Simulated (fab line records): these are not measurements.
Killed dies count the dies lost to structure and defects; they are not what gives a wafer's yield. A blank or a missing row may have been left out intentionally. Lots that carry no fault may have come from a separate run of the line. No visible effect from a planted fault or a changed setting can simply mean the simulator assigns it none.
Which tool was responsible? :: flow nandHarc :: Sampling: 7 lots, 21 wafers, 3 of 1159 route steps

## WHAT EACH GAUGE READ, for each wafer
NHARC_A_BONDPAD_THK_MEAS_20: measures by xrf.
lot: L906
measured: day 18 09:29
on: filmMetro-02
thkNm (nm): 170.3 168.6 169.4

lot: L909
measured: day 18 10:14
on: filmMetro-02
thkNm (nm): 167.6 168.4 168.6

lot: L908
measured: day 19 06:01
on: filmMetro-02
thkNm (nm): 172.5 170.7 169.1

lot: L913
measured: day 19 22:31
on: filmMetro-02
thkNm (nm): 169.1 166.8 167.3

lot: L915
measured: day 20 04:38
on: filmMetro-01
thkNm (nm): 168.6 169.3 170.0

lot: L918
measured: day 21 17:43
on: filmMetro-02
thkNm (nm): 169.1 170.5 169.5

lot: L929
measured: day 23 23:50
on: filmMetro-01
thkNm (nm): 171.2 169.0 170.2

## EACH LOT AND THE TOOL THAT RAN IT (in order: tool; ch and the chambers of the sampled wafers; start)
lot: L906
NHARC_A_BLC_PRE_CLEAN_31: pvdSputter-02, day 17 16:58
NHARC_A_BONDPAD_PVD_27: pvdSputter-03, day 18 09:29 or earlier

lot: L909
NHARC_A_BLC_PRE_CLEAN_31: pvdSputter-03, day 17 18:31
NHARC_A_BONDPAD_PVD_27: pvdSputter-01, day 18 10:14 or earlier

lot: L908
NHARC_A_BLC_PRE_CLEAN_31: pvdSputter-02, day 18 13:32
NHARC_A_BONDPAD_PVD_27: pvdSputter-03, day 19 06:01 or earlier

lot: L913
NHARC_A_BLC_PRE_CLEAN_31: pvdSputter-03, day 19 08:35
NHARC_A_BONDPAD_PVD_27: pvdSputter-03, day 19 22:31 or earlier

lot: L915
NHARC_A_BLC_PRE_CLEAN_31: pvdSputter-03, day 19 13:01
NHARC_A_BONDPAD_PVD_27: pvdSputter-01, day 20 04:38 or earlier

lot: L918
NHARC_A_BLC_PRE_CLEAN_31: pvdSputter-03, day 20 20:40
NHARC_A_BONDPAD_PVD_27: pvdSputter-03, day 21 17:43 or earlier

lot: L929
NHARC_A_BLC_PRE_CLEAN_31: pvdSputter-03, day 23 09:31
NHARC_A_BONDPAD_PVD_27: pvdSputter-01, day 23 23:50 or earlier
- NHARC_A_BLC_PRE_CLEAN_31: time 15 s.
- NHARC_A_BONDPAD_PVD_27: deposits Cu, target thk 30 nm, time 20.49 s.

## THE ANSWER, worked out from the rows above alone
Rule: what is usual is taken from the lots themselves. Put in order of their means at a reading, lots are off if they are a third of the lots or fewer, leave a main group of 4 or more, and stand apart from it by a gap of 3 or more times the standard deviation of the main group's means; of several such gaps the widest counts. If all means in a main group match to the digits the tables above print for the reading, that group is not used. A lot without any number at a reading at which 4 lots or more have one is off too. All remaining lots with rows at the step are treated as sound.
Across all readings shown, no lot is off: no conclusion can be drawn from this.

## WHAT WAS PUT IN BY THE SIMULATOR
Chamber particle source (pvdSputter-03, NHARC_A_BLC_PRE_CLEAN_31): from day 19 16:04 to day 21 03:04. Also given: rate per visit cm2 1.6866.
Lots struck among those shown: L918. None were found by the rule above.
